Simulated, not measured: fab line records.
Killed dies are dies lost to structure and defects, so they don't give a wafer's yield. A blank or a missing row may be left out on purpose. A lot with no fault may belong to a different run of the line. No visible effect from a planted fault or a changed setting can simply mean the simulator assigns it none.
Split-lot trial | flow n5 finfet | on a route of 1938 steps: 7 lots, 21 wafers read

## THE SPLIT ITSELF
At N5_BEOL_M3_COAT_67 (time 60 s, resist thk 60 nm), the setting spin rpm was moved away from the recipe's 1500 rpm on 5 of the 21 wafers read, by -9.7% to +4.0%. This setting was run at the recipe's value on the other wafers.

## FROM THE SPLIT TO THE READING: what the file shows between them, 7 steps
- N5_BEOL_M3_COAT_68: time 60 s, resist thk 12 nm
- N5_BEOL_M3_COAT_76: time 60 s, resist thk 5 nm
- N5_BEOL_M3_ALD_98: deposits SiO2, target thk 2.5 nm, pulse time 1 s, co reactant pulse time 1 s
- N5_BEOL_M3_ETCHBACK_99: etches SiO2 in CHF3, target depth 5 nm, time 10.4 s
- N5_BEOL_M3_ETCH_70: etches SOC in N2/H2, target depth 80 nm, overetch 16 nm, time 120 s
- N5_BEOL_M3_STRIP_71: strips in N2/H2
- N5_BEOL_M3_STRIP_78: strips in N2/H2

## THE READING
SOC_of_BEOL_M3_COAT_67.thk nm (the simulator's own value, which no gauge read), in nm, at N5_BEOL_M3_VIA_ETCH_34 (etches the open film in C4F6/O2, target depth 69.4 nm, time 65.9 s). No usual value for it is given in the file. Here, 16 wafers ran the recipe; their average is 51.9 nm with a standard deviation of 0.32 nm.

wafer  | tool, chamber at the split | spin rpm as run, rpm | against the recipe | SOC_of_BEOL_M3_COAT_67.thk nm, nm | against lot-mates on the recipe
L074.1 | litho track-01, 0          | 1500                 | recipe             | 51.6                              | -
L074.3 | litho track-01, 0          | 1500                 | recipe             | 51.6                              | -
L074.2 | litho track-01, 0          | 1500                 | recipe             | 51.8                              | -
L076.2 | litho track-03, 0          | 1500                 | recipe             | 52.6                              | -
L076.3 | litho track-03, 0          | 1500                 | recipe             | 52                                | -
L076.6 | litho track-03, 0          | 1500                 | recipe             | 52                                | -
L078.4 | litho track-03, 0          | 1500                 | recipe             | 51.6                              | -
L078.5 | litho track-03, 0          | 1500                 | recipe             | 51.6                              | -
L078.6 | litho track-03, 0          | 1500                 | recipe             | 51.8                              | -
L080.1 | litho track-01, 0          | 1500                 | recipe             | 52                                | -
L080.3 | litho track-01, 0          | 1500                 | recipe             | 52                                | -
L080.6 | litho track-01, 0          | 1500                 | recipe             | 52.6                              | -
L084.1 | litho track-01, 0          | 1560                 | +4.0%              | 50.8                              | -0.8
L084.2 | litho track-01, 0          | 1560                 | +4.0%              | 50.4                              | -1.2
L084.4 | litho track-01, 0          | 1500                 | recipe             | 51.6                              | -
L089.2 | litho track-01, 0          | 1500                 | recipe             | 52                                | -
L089.4 | litho track-01, 0          | 1355                 | -9.7%              | 54.8                              | +2.8
L089.6 | litho track-01, 0          | 1355                 | -9.7%              | 54.8                              | +2.8
L093.2 | litho track-01, 0          | 1395                 | -7.0%              | 54                                | +2.0
L093.5 | litho track-01, 0          | 1500                 | recipe             | 52.2                              | -
L093.6 | litho track-01, 0          | 1500                 | recipe             | 51.8                              | -

THE FIT
A straight line over all 21 wafers: SOC_of_BEOL_M3_COAT_67.thk nm changes by -0.302 nm for each +1% of spin rpm; r = -0.97; the points scatter about the line by 0.3 nm.
The same after taking each lot's own level away (the mean of its wafers on the recipe; 21 wafers): -0.283 nm for each +1%; r = -0.98; scatter 0.2 nm.
On that fit, the largest move of spin rpm shifts the reading by 2.7 nm.
Measured against the standard deviation above, the lots' own levels, which go from 51.60 to 52.20 nm, span 1.9 times it.
So the lot-to-lot level changes the slope little: the two slopes agree.
Check: +2.73 nm against its lot-mates is what the line predicts for one of the wafers moved furthest among these (-9.7%) when that wafer is left out of the fit. It came out at +2.8 nm against them.

## THE OTHER SPLITS THESE WAFERS WENT THROUGH
Before the reading, these wafers also passed through other splits. Each is held against what the fit with the lots' levels taken away leaves over:
other split on the same wafers     | wafers away from the commonest value | r with SOC_of_BEOL_M3_COAT_67.thk nm (lot level and that fit taken away)
N5_BEOL_M2_TRENCH_ETCH_37 source w | 2                                    | +0.07

## THE WHOLE CHAIN: every reading that the file lists as answering this split, in the file's order
step                   | what it does                                                        | reading                                                                        | change (the file's fit)               | r (the file's)
N5_BEOL_M3_COAT_67     | time 60 s, resist thk 60 nm                                         | SOC_of_BEOL_M3_COAT_67.thk nm (the simulator's own value, which no gauge read) | -0.32 nm for each +1% of the setting  | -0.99
N5_BEOL_M3_ETCH_70     | etches SOC in N2/H2, target depth 80 nm, overetch 16 nm, time 120 s | etch.depth nm (the simulator's own value, which no gauge read)                 | -0.314 nm for each +1% of the setting | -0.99
N5_BEOL_M3_VIA_ETCH_34 | etches the open film in C4F6/O2, target depth 69.4 nm, time 65.9 s  | SOC_of_BEOL_M3_COAT_67.thk nm (the simulator's own value, which no gauge read) | -0.284 nm for each +1% of the setting | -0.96

## FILE'S OWN FIT
SOC_of_BEOL_M3_COAT_67.thk nm changes by -0.284 nm for each +1% of spin rpm, r = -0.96.
